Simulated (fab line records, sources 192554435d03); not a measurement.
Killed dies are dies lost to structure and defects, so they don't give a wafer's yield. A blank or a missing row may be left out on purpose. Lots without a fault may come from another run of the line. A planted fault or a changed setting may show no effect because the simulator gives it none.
Split-lot experiment | flow n5_finfet | 7 lots, 21 wafers read, on a route of 1938 steps

THE SPLIT
At N5_BEOL_M8_PECVD_70 (deposits SiO2 from TEOS/O2, target thk 20 nm, time 22.7 s), the setting time_s was moved away from the recipe's 22.7 s on 7 of the 21 wafers read, by -13.6% to +10.7%. The other wafers ran this setting at the recipe's value.

The reading is taken at the split's own step.

THE READING
SiO2_of_BEOL_M8_PECVD_70.thk_nm (the simulator's own value, which no gauge read), in nm, at N5_BEOL_M8_PECVD_70 (deposits SiO2 from TEOS/O2, target thk 20 nm, time 22.7 s). The file gives no usual value for it. The 14 wafers here that ran the recipe average 20.0 nm, standard deviation 0.23 nm.

wafer  | tool, chamber at the split | time_s as run, s | against the recipe | SiO2_of_BEOL_M8_PECVD_70.thk_nm, nm | against lot-mates on the recipe
L078.1 | pecvd-01, 0                | 22.7             | recipe             | 19.6                                | -
L078.4 | pecvd-01, 0                | 22.7             | recipe             | 20.2                                | -
L078.6 | pecvd-01, 0                | 22.7             | recipe             | 20                                  | -
L079.2 | pecvd-01, 0                | 25.12            | +10.7%             | 21.4                                | +1.4
L079.3 | pecvd-01, 1,0              | 22.7             | recipe             | 20                                  | -
L079.5 | pecvd-01, 1,0              | 22.7             | recipe             | 20                                  | -
L089.2 | pecvd-01, 0                | 21.55            | -5.1%              | 18.6                                | no lot-mate on the recipe
L089.4 | pecvd-01, 2,1              | 21.55            | -5.1%              | 19.2                                | no lot-mate on the recipe
L089.5 | pecvd-01, 2,1              | 21.55            | -5.1%              | 19.2                                | no lot-mate on the recipe
L092.2 | pecvd-01, 1,0              | 22.7             | recipe             | 19.8                                | -
L092.3 | pecvd-01, 1,0              | 22.7             | recipe             | 19.8                                | -
L092.5 | pecvd-01, 2                | 22.7             | recipe             | 20.2                                | -
L091.1 | pecvd-01, 0                | 25.02            | +10.2%             | 21.8                                | +1.8
L091.3 | pecvd-01, 1                | 25.02            | +10.2%             | 21.6                                | +1.6
L091.4 | pecvd-01, 1                | 22.7             | recipe             | 20                                  | -
L093.3 | pecvd-04, 1                | 22.7             | recipe             | 19.8                                | -
L093.5 | pecvd-04, 0                | 19.62            | -13.6%             | 17.6                                | -2.5
L093.6 | pecvd-04, 1                | 22.7             | recipe             | 20.4                                | -
L097.2 | pecvd-01, 1                | 22.7             | recipe             | 19.6                                | -
L097.3 | pecvd-01, 2                | 22.7             | recipe             | 19.8                                | -
L097.4 | pecvd-01, 1                | 22.7             | recipe             | 20.2                                | -
Where a row lists several chambers, the file gives one row for several wafers and doesn't say which wafer went through which chamber.

THE FIT
A straight line over all 21 wafers: SiO2_of_BEOL_M8_PECVD_70.thk_nm changes by +0.167 nm for each +1% of time_s; r = +0.97; the points scatter about the line by 0.24 nm.
The same after taking each lot's own level away (the mean of its wafers on the recipe; 18 wafers): +0.166 nm for each +1%; r = +0.97; scatter 0.23 nm.
On that fit, the largest move of time_s shifts the reading by 2.3 nm.
The lots' own levels span 19.87 to 20.10 nm, that is 1.0 times the standard deviation above.
So the lot-to-lot level changes the slope little: the two slopes agree.
Check: with one of the wafers moved furthest among these (-13.6%) left out of the fit, the line predicts -2.09 nm for it against its lot-mates. It came out at -2.5 nm against them.

OTHER SPLITS ON THESE WAFERS
These wafers also went through other splits before the reading. Each is held against what the fit with the lots' levels taken away leaves over:
other split on the same wafers    | wafers away from the commonest value | r with SiO2_of_BEOL_M8_PECVD_70.thk_nm (lot level and that fit taken away)
N5_BEOL_M4_EXPOSE_25 dose_mj      | 7                                    | -0.31
N5_BEOL_M7_ILD_DEP_00 time_s      | 4                                    | +0.22
N5_BEOL_M7_HM_DEP_02 target_thk_a | 7                                    | +0.18
N5_BEOL_M7_ETCH_66 time_s         | 8                                    | -0.08
N5_BEOL_M7_VIA_ETCH_34 source_w   | 6                                    | +0.21

THE FILE'S OWN FIT
SiO2_of_BEOL_M8_PECVD_70.thk_nm changes by +0.165 nm for each +1% of time_s, r = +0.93.
